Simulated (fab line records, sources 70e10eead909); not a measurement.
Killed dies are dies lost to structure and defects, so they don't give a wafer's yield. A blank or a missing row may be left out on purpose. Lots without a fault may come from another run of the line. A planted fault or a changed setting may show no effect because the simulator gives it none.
Problem report in the 8D (eight disciplines) form, filled by code | flow nand_harc | the parts of the form that need people (team, actions taken, sign-off) are left out

1. THE PROBLEM
run_length_s at NHARC_A_WL_FILL_ETCHBACK_04 reads a mean of 126.9 s on 2 wafers of 2 lots; wafers without a fault read 141.1 s with a standard deviation of 0.44. That is -32 standard deviations from the usual mean.
The step: etches the open film in NF3, target depth 60 nm, time 120 s.
First seen on wafer L637.2, day 18 14:48, on rie_metal-03. The record holds 39 wafers of 13 lots with a number at this step. Rule for "out", or "out of limits": more than 4 standard deviations from the usual mean. The other wafers with a number count as sound.

2. WHAT IT IS AND WHAT IT IS NOT
question                    | is                | is not
which readings at this step | run_length_s      | drypump_motor_current_A, oes_product_au
which lots                  | L637, L639        | L623, L624, L625, L626, L627, L629, L630, L631, L642, L644, L645
which wafers of those lots  | L637.2, L639.6    | L637.1, L637.4, L639.4, L639.5
read on which tools         | rie_metal-03      | rie_metal-01, rie_metal-02
when                        | from day 18 14:48 | up to then (26 sound wafers); but 11 sound wafers of L639, L642, L644, L645 came after

3. SUSPECTS, AND WHAT RULES EACH OUT
Counting: a tool at a process step up to the reading stays a suspect if it ran every lot that is out. Sound lots after the first of them don't rule it out here, since some wafers of a struck lot are sound.
- ald_hk-03 at NHARC_A_WL_FILL_ALD_00 (deposits Al2O3, target thk 3 nm, pulse time 3 s, ald cycles 30): kept. It ran every lot that is out, first L637 (day 18 09:19); its last sound lot up to then is L625 (day 15 11:29).
- rie_metal-03 at NHARC_A_WL_FILL_ETCHBACK_04 (etches the open film in NF3, target depth 60 nm, time 120 s): kept. It ran every lot that is out, first L637 (day 18 14:48); its last sound lot up to then is L629 (day 16 17:35). Its own readings are out on those wafers: run_length_s.
Left after counting: ald_hk-03 at NHARC_A_WL_FILL_ALD_00, rie_metal-03 at NHARC_A_WL_FILL_ETCHBACK_04.

4. THE CAUSE (what the simulator had put in)
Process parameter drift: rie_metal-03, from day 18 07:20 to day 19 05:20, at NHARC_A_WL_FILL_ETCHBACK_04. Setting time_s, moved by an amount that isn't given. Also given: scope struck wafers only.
Counting left 2 suspects, and this tool is among them.

5. THE CHAIN OF EFFECTS, in route order
Each row: a reading whose mean over the struck wafers that have a number lies more than 3 standard deviations from the usual. Only readings for which the record gives a usual standard deviation are gone through. hours: the time from each lot's start at the first step in this table that gives one to its start at this step, as a median over the lots. sigmas: the change in usual standard deviations.
hours | step                        | reading      | usual   | on struck wafers | change | sigmas
0     | NHARC_A_WL_FILL_ETCHBACK_04 | run_length_s | 141.1 s | 126.9            | -14.2  | -32
The process steps in it:
- NHARC_A_WL_FILL_ETCHBACK_04: etches the open film in NF3, target depth 60 nm, time 120 s.
Later measuring or inspecting steps at which every struck wafer that the step has a row for has a number for every such reading, and none has moved that far: NHARC_END_SORT_01.

6. WHAT WOULD HAVE CAUGHT IT SOONER
In this record the first reading out of limits was taken at day 18 14:48, 7 hours after the fault began at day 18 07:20.
